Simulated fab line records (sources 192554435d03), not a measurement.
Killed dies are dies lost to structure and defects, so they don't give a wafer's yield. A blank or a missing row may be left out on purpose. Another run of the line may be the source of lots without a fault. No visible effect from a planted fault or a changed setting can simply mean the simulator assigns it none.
fab line records -- flow n5-finfet
[record] lots = 6, wafers = 18, last-day = 18
route steps=1938 shown BEOL_M15@1797 PASSIVATION@1936
lots untouched by any fault: they come from a run of this same line in which no faults occurred
start-h: the number of hours between the record's first day and the start of the first shown wafer of the lot -- wait-h: how many hours have passed since the lot's step before this one -- " identical to the entry in the row above -- L1.1+2: several wafers, shown together as one row -- - no value, or no start was given -- * or withheld: withheld -- < > ~ a bound
route shown NAME@n: names a module that has steps shown in the file, with the first one's number in the route -- usual: average and standard deviation across the fault-free wafers -- same: alike in all rows -- chamber/n: place in a boat -- sites: per-site readings -- _std_site: their standard deviation -- _edge_site: mean of outer sites minus mean of inner sites -- radius-mm: how far each site lies from the wafer's centre -- mask NAME#n: copy n -- behind: the tool/chamber that last shaped the wafer -- hold: cause of the lot's hold/its duration in hours/its outcome -- device: which transistor (n, p or np) failed to switch -- end of line: at the end of the route, the tests of the same wafers -- where a step has no rows: the recipe by itself -- killed: count of dies lost to structure and defects at first sort (not the wafer's yield) -- map: dies across one wafer; x = killed, . = not, _ = none there
set.NAME: the setting the step ran with; set.NAME@STEP: the setting that earlier step ran with -- model.NAME: the simulator's own value behind a step, which no gauge read
lots seen at some steps along the route; tables by step, rows by wafer
services: when a tool's chamber went out of use (start-h, in hours from the record's first day, below 0 if earlier), for how many hours, and the reason
[[steps]]
[step N5_BEOL_M15_COAT_22]
[recipe] spin-rpm = 1704, resist-thk-nm = 800
[step N5_BEOL_M15_EBR_24]
[recipe] solvent = PGMEA, ebr-width-mm = 1.5
[step N5_BEOL_M15_SOFTBAKE_23]
[recipe] temp-c = 130, time-s = 60
[step N5_BEOL_M15_EXPOSE_25]
[recipe] mask-id = M15, na = 0.8, source-shape = annular, sigma-inner = 0.5, sigma-outer = 0.8, polarization = unpolarized, target-cd-nm = 400, dose-mj = 35.5
[step N5_BEOL_M15_PEB_26]
[recipe] peb-temp-c = 130, peb-time-s = 90
[step N5_BEOL_M15_DEVELOP_27]
[recipe] develop-time-s = 45, rinse-liquid = diw, dry = air-spin, dev-temp-c = 21
[step N5_BEOL_M15_HARDBAKE_32]
[recipe] temp-c = 130, time-s = 120
[step N5_BEOL_M15_CD_MEAS_28]
[recipe] target-cd-nm = 407.6, landing-energy-ev = 500, detector = se-inlens
[usual] cd-nm = 407.5/2.1
lot.wafer,tool,chamber,start-h,wait-h,cd-nm
L414.1,cd-sem-02,0,261.82,-,410.5
L414.3,cd-sem-02,0,261.82,-,409.4
L414.4,cd-sem-02,0,261.82,-,407.3
L423.3,cd-sem-01,0,320.01,-,408.4
L423.4,cd-sem-01,0,320.01,-,406.5
L423.6,cd-sem-01,0,320.01,-,409.0
L422.2,cd-sem-01,0,324.41,-,407.9
L422.3,cd-sem-01,0,324.41,-,406.8
L422.6,cd-sem-01,0,324.41,-,403.8
L431.2,cd-sem-03,0,386.56,-,411.3
L431.3,cd-sem-03,0,386.56,-,406.0
L431.5,cd-sem-03,0,386.56,-,406.6
L432.2,cd-sem-02,0,387.39,-,407.7
L432.5,cd-sem-02,0,387.39,-,402.2
L432.6,cd-sem-02,0,387.39,-,406.2
L434.3,cd-sem-02,0,402.61,-,408.3
L434.4,cd-sem-02,0,402.61,-,408.1
L434.5,cd-sem-02,0,402.61,-,409.4
[step N5_BEOL_M15_OVL_MEAS_29]
[recipe] points-per-wafer = 44
[usual] M15_OVL = 4/5.6
lot.wafer,tool,chamber,start-h,wait-h,M15_OVL[nm]
L414.1,overlay-01,0,261.85,0.0,1
L414.3,overlay-01,0,261.85,0.0,7
L414.4,overlay-01,0,261.85,0.0,7
L423.3,overlay-02,0,320.04,0.0,0
L423.4,overlay-02,0,320.04,0.0,4
L423.6,overlay-02,0,320.04,0.0,1
L422.2,overlay-02,0,324.44,0.0,1
L422.3,overlay-02,0,324.44,0.0,1
L422.6,overlay-02,0,324.44,0.0,8
L431.2,overlay-02,0,386.59,0.0,1
L431.3,overlay-02,0,386.59,0.0,5
L431.5,overlay-02,0,386.59,0.0,3
L432.2,overlay-01,0,387.42,0.0,1
L432.5,overlay-01,0,387.42,0.0,-2
L432.6,overlay-01,0,387.42,0.0,6
L434.3,overlay-01,0,402.64,0.0,7
L434.4,overlay-01,0,402.64,0.0,9
L434.5,overlay-01,0,402.64,0.0,7
[step N5_BEOL_M15_INSPECT_30]
[recipe] mode = adi, inspect-instrument = macro
[usual] raw-defect-count = 2.3/1.5
lot.wafer,tool,chamber,start-h,wait-h,raw-defect-count
L414.1,defect-inspect-01,-,261.87,0.0,1
L414.3,defect-inspect-01,-,261.87,0.0,2
L414.4,defect-inspect-01,-,261.87,0.0,2
L423.3,defect-inspect-01,-,320.06,0.0,2
L423.4,defect-inspect-01,-,320.06,0.0,3
L423.6,defect-inspect-01,-,320.06,0.0,4
L422.2,defect-inspect-02,-,324.46,0.0,1
L422.3,defect-inspect-02,-,324.46,0.0,0
L422.6,defect-inspect-02,-,324.46,0.0,3
L431.2,defect-inspect-02,-,386.61,0.0,4
L431.3,defect-inspect-02,-,386.61,0.0,4
L431.5,defect-inspect-02,-,386.61,0.0,2
L432.2,defect-inspect-02,-,387.44,0.0,2
L432.5,defect-inspect-02,-,387.44,0.0,1
L432.6,defect-inspect-02,-,387.44,0.0,2
L434.3,defect-inspect-02,-,402.66,0.0,1
L434.4,defect-inspect-02,-,402.66,0.0,2
L434.5,defect-inspect-02,-,402.66,0.0,3
[step N5_BEOL_M15_DESCUM_33]
[recipe] chemistry = O2, time-s = 7.9, source-power-w = 50, bias-power-w = 20, pressure-mtorr = 20, rf-frequency-hz = 2.712e+07, temp-c = 40, o2-flow-sccm = 225
[usual] chamber-pressure-mTorr = 20.000/0.017, drypump-motor-current-A = 5.9/0.55, oes-product-au = 0.84/0.077, rf-vpp-V = 243.3/1.4, showerhead-plenum-p-Torr = 2.10/0.072, throttle-valve-pct = 20.35/0.23
[same] time-s = 7.9
lot.wafer,tool,chamber,start-h,wait-h,chamber-pressure-mTorr,drypump-motor-current-A,oes-product-au,rf-hours-counter-h,rf-vpp-V,showerhead-plenum-p-Torr,throttle-valve-pct
L414.1,rie-diel-05,0,262.62,0.7,20.009,5.4,0.70,234,244.9,2.14,20.37
L414.3,rie-diel-05,3,262.62,0.7,19.974,6.4,0.76,124,240.5,2.01,20.38
L414.4,rie-diel-05,1,262.62,0.7,20.017,5.6,0.75,162,241.9,2.01,20.37
L423.3,rie-diel-04,1,320.09,0.0,20.028,5.3,0.90,22,241.5,2.12,19.95
L423.4,rie-diel-04,2,320.09,0.0,19.995,5.7,0.97,8,243.5,2.15,20.06
L423.6,rie-diel-04,2,320.09,0.0,20.017,5.7,0.97,-,243.8,2.14,20.05
L422.2,rie-diel-02,2,324.50,0.0,19.985,6.8,0.79,117,245.2,2.09,20.72
L422.3,rie-diel-02,1,324.50,0.0,19.972,6.2,0.86,41,242.3,2.03,20.29
L422.6,rie-diel-02,1,324.50,0.0,19.982,6.2,0.87,-,243.0,2.03,20.29
L431.2,rie-diel-04,0,386.65,0.0,20.018,5.4,0.86,50,244.0,2.12,20.59
L431.3,rie-diel-04,3,386.65,0.0,19.985,5.5,0.84,76,244.0,2.23,20.26
L431.5,rie-diel-04,2,386.65,0.0,19.982,5.7,0.92,-,243.6,2.14,20.07
L432.2,rie-diel-04,2,387.48,0.0,19.973,5.7,0.92,26,243.9,2.14,20.06
L432.5,rie-diel-04,1,387.48,0.0,20.004,5.3,0.86,-,244.3,2.12,19.97
L432.6,rie-diel-04,0,387.48,0.0,19.969,5.4,0.86,-,242.5,2.12,20.61
L434.3,rie-diel-05,2,402.80,0.1,20.011,6.5,0.81,106,241.4,2.04,20.53
L434.4,rie-diel-05,0,402.80,0.1,19.978,5.5,0.91,21,243.3,2.13,20.01
L434.5,rie-diel-05,1,402.80,0.1,20.026,5.6,0.71,-,242.1,2.00,20.45
[step N5_BEOL_M15_ETCH_61]
[recipe] chemistry = N2/H2, target = BARC, target-depth-a = 890, overetch-a = 267, time-s = 67.9, ion-energy-ev = 200, pressure-mtorr = 30, source-w = 840, bias-w = 150, n2-flow-sccm = 200, h2-flow-sccm = 200
[usual] bias-w = 150.0/0.46, chamber-pressure-mTorr = 30.004/0.027, drypump-motor-current-A = 5.9/0.55, oes-product-au = 0.71/0.062, rf-vpp-V = 524.2/2.4, showerhead-plenum-p-Torr = 2.55/0.081, throttle-valve-pct = 17.81/0.26
[same] time-s = 67.9
lot.wafer,tool,chamber,start-h,wait-h,bias-w,chamber-pressure-mTorr,drypump-motor-current-A,oes-product-au,rf-hours-counter-h,rf-vpp-V,showerhead-plenum-p-Torr,throttle-valve-pct
L414.1,rie-diel-05,0,262.65,0.0,150.3,29.994,5.5,0.59,234,525.3,2.62,18.03
L414.3,rie-diel-05,3,262.65,0.0,149.9,29.988,6.3,0.67,124,520.1,2.45,17.92
L414.4,rie-diel-05,1,262.65,0.0,148.8,30.001,5.6,0.64,162,520.7,2.43,17.81
L423.3,rie-diel-04,1,320.13,0.0,149.7,30.005,5.4,0.76,22,524.8,2.60,17.65
L423.4,rie-diel-04,2,320.13,0.0,150.1,29.972,5.7,0.82,8,525.9,2.59,17.41
L423.6,rie-diel-04,2,320.13,0.0,150.4,30.012,5.7,0.82,-,524.3,2.59,17.40
L422.2,rie-diel-02,2,324.53,0.0,149.6,30.035,6.7,0.67,117,525.3,2.55,18.19
L422.3,rie-diel-02,1,324.53,0.0,150.7,29.988,6.2,0.73,41,522.0,2.48,17.96
L422.6,rie-diel-02,1,324.53,0.0,150.2,29.997,6.2,0.72,-,521.6,2.48,17.94
L431.2,rie-diel-04,0,386.68,0.0,150.5,29.984,5.4,0.73,50,525.5,2.58,18.10
L431.3,rie-diel-04,3,386.68,0.0,149.1,30.006,5.5,0.70,76,528.1,2.67,17.36
L431.5,rie-diel-04,2,386.68,0.0,149.6,29.970,5.7,0.79,-,526.1,2.58,17.42
L432.2,rie-diel-04,2,387.51,0.0,150.3,30.002,5.7,0.78,26,524.5,2.58,17.44
L432.5,rie-diel-04,1,387.51,0.0,149.9,29.990,5.4,0.73,-,525.1,2.60,17.68
L432.6,rie-diel-04,0,387.51,0.0,150.1,30.022,5.4,0.74,-,526.5,2.58,18.09
L434.3,rie-diel-05,2,402.83,0.0,150.6,29.952,6.5,0.70,106,522.2,2.46,17.84
L434.4,rie-diel-05,0,402.83,0.0,150.4,30.020,5.4,0.77,21,524.5,2.60,17.65
L434.5,rie-diel-05,1,402.83,0.0,150.4,30.010,5.6,0.61,-,521.1,2.41,17.87
[step N5_BEOL_M15_TRENCH_ETCH_34]
[recipe] chemistry = C4F8/O2/Ar, target = SiO2, target-depth-a = 8729.3, he-inner-torr = 15, he-outer-torr = 30, time-s = 199, ion-energy-ev = 800, pressure-mtorr = 20, source-w = 1905, bias-w = 2040, Ar_flow_sccm = 400, C4F8_flow_sccm = 16, O2_flow_sccm = 12
[usual] bias-w = 2041/5.8, chamber-pressure-mTorr = 20.001/0.019, drypump-motor-current-A = 5.9/0.55, oes_f_703_au = 0.83/0.08, oes-product-au = 0.83/0.079, rf-vpp-V = 2202/27, showerhead-plenum-p-Torr = 3.46/0.1, throttle-valve-pct = 30.87/0.25
[same] time-s = 199
lot.wafer,tool,chamber,start-h,wait-h,bias-w,chamber-pressure-mTorr,drypump-motor-current-A,oes_f_703_au,oes-product-au,rf-hours-counter-h,rf-vpp-V,showerhead-plenum-p-Torr,throttle-valve-pct
L414.1,rie-diel-05,0,262.71,0.0,2046,19.987,5.5,0.71,0.70,234,2210,3.52,30.81
L414.3,rie-diel-05,3,262.71,0.0,2042,20.006,6.4,0.79,0.78,124,2228,3.30,30.69
L414.4,rie-diel-05,1,262.71,0.0,2033,19.999,5.6,0.76,0.75,162,2162,3.31,30.78
L423.3,rie-diel-04,1,320.18,0.0,2044,19.978,5.4,0.86,0.89,23,2221,3.52,30.68
L423.4,rie-diel-04,2,320.18,0.0,2034,19.978,5.7,0.99,0.97,8,2231,3.53,30.72
L423.6,rie-diel-04,2,320.18,0.0,2053,20.026,5.7,0.99,0.98,-,2231,3.53,30.70
L422.2,rie-diel-02,2,324.59,0.0,2037,19.988,6.8,0.76,0.77,117,2184,3.45,31.23
L422.3,rie-diel-02,1,324.59,0.0,2040,19.985,6.2,0.80,0.83,41,2225,3.39,31.10
L422.6,rie-diel-02,1,324.59,0.0,2043,19.975,6.2,0.79,0.84,-,2226,3.39,31.09
L431.2,rie-diel-04,0,386.73,0.0,2137,19.996,5.4,0.84,0.86,50,2303,3.48,31.24
L431.3,rie-diel-04,3,386.73,0.0,2134,19.987,5.5,0.85,0.84,76,2235,3.62,30.62
L431.5,rie-diel-04,2,386.73,0.0,2134,19.948,5.7,0.94,0.93,-,2299,3.52,30.72
L432.2,rie-diel-04,2,387.56,0.0,2139,19.968,5.7,0.94,0.93,26,2301,3.52,30.72
L432.5,rie-diel-04,1,387.56,0.0,2134,19.986,5.3,0.84,0.88,-,2289,3.51,30.70
L432.6,rie-diel-04,0,387.56,0.0,2133,20.019,5.4,0.84,0.86,-,2303,3.48,31.24
L434.3,rie-diel-05,2,402.88,0.0,2040,20.016,6.5,0.80,0.81,106,2169,3.34,30.96
L434.4,rie-diel-05,0,402.88,0.0,2045,19.989,5.4,0.93,0.91,21,2208,3.50,30.53
L434.5,rie-diel-05,1,402.88,0.0,2037,19.981,5.6,0.72,0.71,-,2159,3.29,30.80
[step N5_PASSIVATION_PROBE_49]
[usual] defect-limited-yield = 91.6/1.6, killed_at_M0_to_M3 = 31/10, killed_at_M4_up = 14/6.3, killed-at-contacts = 12/6.1, killed-at-front-end = 39/12, killed-at-other = 3.7/2.8, killed-dies = 100/19, killed-open = 66/14, killed-short = 33/8.1, sort_bin_5_function = 5.0/1.1, sort_bin_6_memory = 3.2/0.66, sort-n-pass = 1080/18, sort-yield-pct = 91.6/1.6
[same] gross-dies = 1180, killed-at-back-side = 0, sort_bin_4_leakage[%] = 0, sort_bin_8_speed[%] = 0
lot.wafer,tool,chamber,start-h,wait-h,defect-limited-yield[%],killed_at_M0_to_M3,killed_at_M4_up,killed-at-contacts,killed-at-front-end,killed-at-other,killed-dies,killed-open,killed-short,sort_bin_5_function[%],sort_bin_6_memory[%],sort-n-pass,sort-yield-pct[%]
L414.1,prober-02,-,280.45,0.0,93.7,22,11,15,24,2,74,51,23,4.2,1.9,1106,93.7
L414.3,prober-02,-,280.55,0.1,91.7,21,13,10,53,1,98,72,26,3.8,4.2,1082,91.7
L414.4,prober-02,-,280.60,0.2,92.8,21,18,11,31,4,85,52,33,3.7,3.3,1095,92.8
L423.3,prober-02,-,339.11,0.1,91.1,36,12,11,41,5,105,64,41,5.9,2.6,1075,91.1
L423.4,prober-02,-,339.16,0.2,91.8,33,8,12,40,4,97,53,44,4.1,3.6,1083,91.8
L423.6,prober-02,-,339.26,0.3,92.1,27,18,3,42,3,93,57,36,3.7,3.8,1087,92.1
L431.2,prober-02,-,404.45,0.1,92.5,26,9,19,32,3,89,58,30,4.1,2.9,1091,92.5
L431.3,prober-02,-,404.50,0.1,93.6,11,16,7,35,7,76,54,22,3.2,2.9,1104,93.6
L431.5,prober-02,-,404.60,0.2,91.3,29,19,19,36,0,103,67,36,5.8,2.5,1077,91.3
L434.3,prober-02,-,420.03,0.1,91.9,20,11,11,51,3,96,67,28,5.0,2.7,1084,91.9
L434.4,prober-02,-,420.08,0.2,94.2,20,8,4,37,0,69,42,23,3.8,1.6,1111,94.2
L434.5,prober-02,-,420.13,0.2,89.9,40,11,8,56,4,119,93,24,5.6,4.2,1061,89.9
// killed by level:class
L414.1 MOL_CONTACT_COAG:geometric-particle:open=13 BEOL_M4:geometric-particle:open=8 STI_FIN_REVEAL:geometric-particle:open=7 BEOL_M2:geometric-particle:open=7 BEOL_M0_SAQP:geometric-particle:short=6 BEOL_M0_SAQP:geometric-particle:open=6 STARTING-WAFER:geometric-particle:short=6 FIN_SAQP:geometric-particle:short=4
L414.3 STI_FIN_REVEAL:geometric-particle:open=29 MOL_CONTACT_COAG:geometric-particle:open=8 BEOL_M2:geometric-particle:open=8 STI_FIN_REVEAL:geometric-particle:short=7 BEOL_M0_SAQP:geometric-particle:open=5 STARTING-WAFER:geometric-particle:short=5 DUMMY_GATE:geometric-particle:open=4 BEOL_M1:geometric-particle:open=3
L414.4 STI_FIN_REVEAL:geometric-particle:open=11 BEOL_M4:geometric-particle:open=9 GATE_CUT:geometric-particle:short=8 FIN_SAQP:geometric-particle:open=6 MOL_CONTACT_COAG:geometric-particle:open=6 MOL_CONTACT_COAG:geometric-particle:short=5 BEOL_M0_SAQP:geometric-particle:open=4 BEOL_M2:geometric-particle:open=4
L423.3 GATE_CUT:geometric-particle:short=10 FIN_SAQP:geometric-particle:short=9 BEOL_M0_SAQP:geometric-particle:short=8 MOL_CONTACT_COAG:geometric-particle:open=8 BEOL_M2:geometric-particle:open=7 BEOL_M1:geometric-particle:open=6 BEOL_M3:geometric-particle:open=5 FIN_SAQP:geometric-particle:open=4
L423.4 MOL_CONTACT_COAG:geometric-particle:open=10 GATE_CUT:geometric-particle:short=9 BEOL_M0_SAQP:geometric-particle:short=8 FIN_SAQP:geometric-particle:short=7 FIN_SAQP:geometric-particle:open=5 BEOL_M0:geometric-particle:short=5 BEOL_M2:geometric-particle:open=5 STI_FIN_REVEAL:geometric-particle:open=4
L423.6 GATE_CUT:geometric-particle:short=11 BEOL_M2:geometric-particle:open=10 FIN_SAQP:geometric-particle:short=8 BEOL_M4:geometric-particle:open=7 GATE_CUT:geometric-particle:open=6 BEOL_M0_SAQP:geometric-particle:open=5 DUMMY_GATE:geometric-particle:open=4 BEOL_M1:geometric-particle:open=4
L431.2 MOL_CONTACT_COAG:geometric-particle:open=12 FIN_SAQP:geometric-particle:short=11 BEOL_M2:geometric-particle:open=10 MOL_CONTACT_COAG:geometric-particle:short=7 FIN_SAQP:geometric-particle:open=6 BEOL_M1:geometric-particle:open=5 BEOL_M0_SAQP:geometric-particle:open=4 DUMMY_GATE:geometric-particle:open=3
L431.3 BEOL_M4:geometric-particle:open=12 FIN_SAQP:geometric-particle:open=8 MOL_CONTACT_COAG:geometric-particle:open=6 FIN_SAQP:geometric-particle:short=5 BEOL_M1:geometric-particle:open=5 STARTING-WAFER:geometric-particle:short=4 STI_FIN_REVEAL:geometric-particle:open=3 ILD0:geometric-particle:open=3
L431.5 MOL_CONTACT_COAG:geometric-particle:open=16 BEOL_M0_SAQP:geometric-particle:open=10 BEOL_M1:geometric-particle:short=7 BEOL_M2:geometric-particle:open=7 BEOL_M4:geometric-particle:open=7 GATE_CUT:geometric-particle:short=6 BEOL_M5:geometric-particle:open=6 DUMMY_GATE:geometric-particle:open=5
L434.3 STI_FIN_REVEAL:geometric-particle:open=11 FIN_SAQP:geometric-particle:open=10 MOL_CONTACT_COAG:geometric-particle:open=10 BEOL_M3:geometric-particle:open=8 GATE_CUT:geometric-particle:short=7 STI_FIN_REVEAL:geometric-particle:short=4 DUMMY_GATE:geometric-particle:open=4 ILD0:geometric-particle:short=4
L434.4 FIN_SAQP:geometric-particle:open=9 FIN_SAQP:geometric-particle:short=7 BEOL_M0_SAQP:geometric-particle:short=6 BEOL_M3:geometric-particle:open=6 STI_FIN_REVEAL:geometric-particle:open=4 MOL_CONTACT_COAG:geometric-particle:open=4 BEOL_M0:geometric-particle:open=4 GATE_CUT:geometric-particle:open=3
L434.5 BEOL_M3:geometric-particle:open=22 FIN_SAQP:geometric-particle:open=16 STI_FIN_REVEAL:geometric-particle:open=9 MOL_CONTACT_COAG:geometric-particle:open=8 DUMMY_GATE:geometric-particle:open=7 FIN_SAQP:geometric-particle:short=6 GATE_CUT:geometric-particle:short=6 GATE_CUT:geometric-particle:open=5
[[services]]
tool,chamber,start-h,hours,kind
rie-diel-04,2,265.06,-,clean
rie-diel-04,2,265.06,-,consumable-replace:focus-ring
rie-diel-04,2,265.06,27.9,scheduled-down
rie-diel-04,2,265.06,27.9,vent-cycle
rie-diel-02,0,324.30,6.3,repair
rie-diel-05,0,324.47,-,clean
rie-diel-05,0,324.47,-,consumable-replace:focus-ring
rie-diel-05,0,324.47,21.5,scheduled-down
rie-diel-05,0,324.47,21.5,vent-cycle
rie-diel-02,-,401.95,1.9,repair
[[key]]
[first-sign] step = N5_BEOL_M15_TRENCH_ETCH_34, reading = bias-w, direction = up, sigmas = 16, usual = *, struck = *
[effect] step = N5_BEOL_M15_TRENCH_ETCH_34, reading = rf-vpp-V, direction = up, sigmas = 3.2, usual = 2202, struck = 2288
met-at N5_BEOL_M15_TRENCH_ETCH_34
struck-wafers L431.2,L431.3,L431.5,L432.2,L432.5,L432.6
onset-between 320.18 386.73
[fault] kind = process-parameter-drift, tool = rie-diel-04, chamber = -, onset-h = 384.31, steps = N5_BEOL_M15_TRENCH_ETCH_34, channel = bias-w, offset = *, shape = step, end-h = 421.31, acts-in = *, stated = *
